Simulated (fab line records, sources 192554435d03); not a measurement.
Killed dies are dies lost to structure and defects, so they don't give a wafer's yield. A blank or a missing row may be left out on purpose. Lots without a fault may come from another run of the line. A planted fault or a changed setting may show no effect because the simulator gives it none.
Chamber matching | flow n5_finfet | N5_MOL_CONTACT_COAG_STRIP_72 on rie_diel-05: 4 sister chambers
The step strips in N2/H2. 4 wafers are shown with their chamber, then 7 later ones without.

WAFERS WITH THEIR CHAMBER
wafer  | chamber | showerhead_plenum_p_Torr (Torr)
L075.2 | 2       | 2.65
L091.2 | 3       | 2.48
L091.6 | 1       | 2.47
L095.5 | 0       | 2.57

WAFERS WITHOUT THEIR CHAMBER
wafer  | showerhead_plenum_p_Torr (Torr)
L095.6 | 2.47
L096.2 | 2.47
L096.5 | 2.47
L096.6 | 2.47
L097.1 | 2.47
L097.5 | 2.63
L097.6 | 2.47

WHICH CHAMBER EACH WENT THROUGH
wafer  | from the rows above     | in truth
L095.6 | can't be placed: 1 or 3 | 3
L096.2 | can't be placed: 1 or 3 | 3
L096.5 | can't be placed: 1 or 3 | 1
L096.6 | can't be placed: 1 or 3 | 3
L097.1 | can't be placed: 1 or 3 | 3
L097.5 | 2                       | 2
L097.6 | can't be placed: 1 or 3 | 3
Placed correctly: 1 of 7. Can't be placed from these rows: 6 (the true chamber is among the candidates in 6). Placed wrongly: 0.
How it was worked out, from the rows above alone: a wafer's distance from a chamber is the root of the sum, over the readings, of the square of ((its reading less the chamber's mean) divided by the reading's scatter). The wafer belongs to the nearest chamber; if the next one is less than 2 further off, it can't be placed. A chamber's mean is the mean of its shown wafers. The scatter: with one shown wafer a chamber, the root of the mean of the squares of how far each hidden wafer lies from its nearest shown one.
